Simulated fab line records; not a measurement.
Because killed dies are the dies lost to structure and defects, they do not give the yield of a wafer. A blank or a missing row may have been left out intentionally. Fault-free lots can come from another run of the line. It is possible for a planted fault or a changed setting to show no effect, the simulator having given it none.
Matching of chambers | flow n5_finfet | N5_SD_EPI_N_ETCH_16 on rie_diel-05 has 4 sister chambers
The step etches SiO2 in CHF3/O2, target depth 5 nm. 8 wafers are shown with their chamber, then 8 later ones without.

WAFERS, EACH WITH ITS CHAMBER
wafer  | chamber | drypump_motor_current_A (A) | showerhead_plenum_p_Torr (Torr)
L080.3 | 3       | 5.8                         | 2.41
L081.5 | 0       | 6.0                         | 2.30
L082.1 | 1       | 5.3                         | 2.48
L082.4 | 0       | 5.9                         | 2.30
L083.1 | 3       | 5.8                         | 2.41
L083.2 | 2       | 5.3                         | 2.42
L083.4 | 1       | 5.3                         | 2.48
L086.2 | 2       | 5.3                         | 2.41

WAFERS MISSING THEIR CHAMBER
wafer  | drypump_motor_current_A (A) | showerhead_plenum_p_Torr (Torr)
L086.4 | 6.0                         | 2.29
L086.6 | 5.3                         | 2.41
L091.1 | 5.8                         | 2.40
L091.2 | 5.3                         | 2.41
L091.6 | 5.8                         | 2.40
L096.4 | 5.8                         | 2.40
L096.5 | 5.3                         | 2.47
L096.6 | 6.0                         | 2.29

WHICH CHAMBER EACH ONE RAN IN
wafer  | from the rows above | in truth
L086.4 | 0                   | 0
L086.6 | 2                   | 2
L091.1 | 3                   | 3
L091.2 | 2                   | 2
L091.6 | 3                   | 3
L096.4 | 3                   | 3
L096.5 | 1                   | 1
L096.6 | 0                   | 0
Placed correctly: 8 of 8. Can't be placed from these rows: 0. Placed wrongly: 0.
How it was worked out, from the rows above alone: a wafer's distance from a chamber is the root of the sum, over the readings, of the square of ((its reading less the chamber's mean) divided by the reading's scatter). The wafer belongs to the nearest chamber; if the next one is less than 2 further off, it can't be placed. The mean given for a chamber averages the wafers shown for that chamber. How the scatter is found: for the shown wafers, subtract from each reading the mean of its chamber, square and add these, divide the total by (wafers less chambers), then take the root.
